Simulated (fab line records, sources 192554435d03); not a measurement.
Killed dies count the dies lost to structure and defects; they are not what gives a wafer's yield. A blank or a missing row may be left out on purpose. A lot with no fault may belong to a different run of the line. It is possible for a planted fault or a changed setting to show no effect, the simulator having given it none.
Lot-split experiment + flow n5 finfet + on a route of 1938 steps: 7 lots, 21 wafers read

== SPLIT DETAILS ==
At N5_BEOL_M1_COAT_05 (resist thk 30 nm), the setting spin rpm was moved away from the recipe's 1500 rpm on 6 of the 21 wafers read, by -7.7% to -3.6%. This setting was run at the recipe's value on the other wafers.

== FROM THE SPLIT TO THE READING: what the file shows between them, 7 steps ==
- N5_BEOL_M1_EBR_07
- N5_BEOL_M1_SOFTBAKE_06: time 60 s
- N5_BEOL_M1_EXPOSE_08: exposes mask M1
- N5_BEOL_M1_PEB_09: peb time 60 s
- N5_BEOL_M1_DEVELOP_10: develop time 30 s
- N5_BEOL_M1_DESCUM_16: chemistry O2, time 7 s
- N5_BEOL_M1_ETCH_74: etches underlayer in N2/H2, target depth 6.5 nm, time 5.2 s

== THE READING ==
CAR-EUV_of_BEOL_M1_COAT_05.thk nm (the simulator's own value, which no gauge read), in nm, at N5_BEOL_M1_ETCH_63 (etches SiARC in CF4, target depth 15.6 nm, time 26 s). No usual value for it is given in the file. Here, 15 wafers ran the recipe; their average is 11.1 nm with a standard deviation of 0.14 nm.

| wafer  | tool, chamber at the split | spin rpm as run, rpm | against the recipe | CAR-EUV_of_BEOL_M1_COAT_05.thk nm, nm | against lot-mates on the recipe |
|--------|----------------------------|----------------------|--------------------|---------------------------------------|---------------------------------|
| L076.1 | litho track-02, 0          | 1500                 | recipe             | 11                                    | -                               |
| L076.5 | litho track-02, 0          | 1500                 | recipe             | 11.2                                  | -                               |
| L076.6 | litho track-02, 0          | 1500                 | recipe             | 11.4                                  | -                               |
| L080.1 | litho track-02, 0          | 1500                 | recipe             | 11                                    | -                               |
| L080.2 | litho track-02, 0          | 1500                 | recipe             | 11                                    | -                               |
| L080.6 | litho track-02, 0          | 1500                 | recipe             | 11                                    | -                               |
| L086.3 | litho track-04, 0          | 1385                 | -7.7%              | 12.4                                  | +1.2                            |
| L086.5 | litho track-04, 0          | 1385                 | -7.7%              | 12.4                                  | +1.2                            |
| L086.4 | litho track-04, 0          | 1500                 | recipe             | 11.2                                  | -                               |
| L091.1 | litho track-02, 0          | 1500                 | recipe             | 11                                    | -                               |
| L091.5 | litho track-02, 0          | 1500                 | recipe             | 11                                    | -                               |
| L091.3 | litho track-02, 0          | 1500                 | recipe             | 11.2                                  | -                               |
| L093.1 | litho track-02, 0          | 1500                 | recipe             | 11                                    | -                               |
| L093.5 | litho track-02, 0          | 1500                 | recipe             | 11                                    | -                               |
| L093.4 | litho track-02, 0          | 1500                 | recipe             | 10.8                                  | -                               |
| L096.1 | litho track-04, 0          | 1407                 | -6.2%              | 12.2                                  | +1.0                            |
| L096.5 | litho track-04, 0          | 1407                 | -6.2%              | 12.2                                  | +1.0                            |
| L096.6 | litho track-04, 0          | 1500                 | recipe             | 11.2                                  | -                               |
| L097.2 | litho track-02, 0          | 1446                 | -3.6%              | 11.6                                  | +0.4                            |
| L097.5 | litho track-02, 0          | 1446                 | -3.6%              | 11.6                                  | +0.4                            |
| L097.6 | litho track-02, 0          | 1500                 | recipe             | 11.2                                  | -                               |

FIT RESULTS
A straight line over all 21 wafers: CAR-EUV_of_BEOL_M1_COAT_05.thk nm changes by -0.173 nm for each +1% of spin rpm; r = -0.97; the points scatter about the line by 0.13 nm.
The same after taking each lot's own level away (the mean of its wafers on the recipe; 21 wafers): -0.154 nm for each +1%; r = -0.98; scatter 0.098 nm.
The reading moves by 1.2 nm for the largest change in spin rpm, on that fit.
Measured against the standard deviation above, the lots' own levels, which go from 10.93 to 11.20 nm, span 1.9 times it.
So the slope is not independent of the lot-to-lot level: the two fits are not the same.
Check: with one of the wafers moved furthest among these (-7.7%) left out of the fit, the line predicts +1.16 nm for it against its lot-mates. Against them it came out at +1.2 nm.

== OTHER SPLITS APPLIED TO THESE WAFERS ==
Before the reading, these wafers also passed through other splits. Each is held against what the fit with the lots' levels taken away leaves over:
| other split on the same wafers   | wafers away from the commonest value | r with CAR-EUV_of_BEOL_M1_COAT_05.thk nm (lot level and that fit taken away) |
|----------------------------------|--------------------------------------|------------------------------------------------------------------------------|
| N5_BEOL_M0_SAQP_COAT_34 spin rpm | 9                                    | +0.28                                                                        |

== THE WHOLE CHAIN: every reading that the file lists as answering this split, in the file's order ==
| step                  | what it does                                         | reading                                                                            | change (the file's fit)               | r (the file's) |
|-----------------------|------------------------------------------------------|------------------------------------------------------------------------------------|---------------------------------------|----------------|
| N5_BEOL_M1_COAT_05    | resist thk 30 nm                                     | CAR-EUV_of_BEOL_M1_COAT_05.thk nm (the simulator's own value, which no gauge read) | -0.168 nm for each +1% of the setting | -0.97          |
| N5_BEOL_M1_DEVELOP_10 | develop time 30 s                                    | CAR-EUV_of_BEOL_M1_COAT_05.thk nm (the simulator's own value, which no gauge read) | -0.156 nm for each +1% of the setting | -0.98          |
| N5_BEOL_M1_ETCH_63    | etches SiARC in CF4, target depth 15.6 nm, time 26 s | CAR-EUV_of_BEOL_M1_COAT_05.thk nm (the simulator's own value, which no gauge read) | -0.153 nm for each +1% of the setting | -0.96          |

== FILE'S OWN FIT ==
CAR-EUV_of_BEOL_M1_COAT_05.thk nm changes by -0.153 nm for each +1% of spin rpm, r = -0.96.
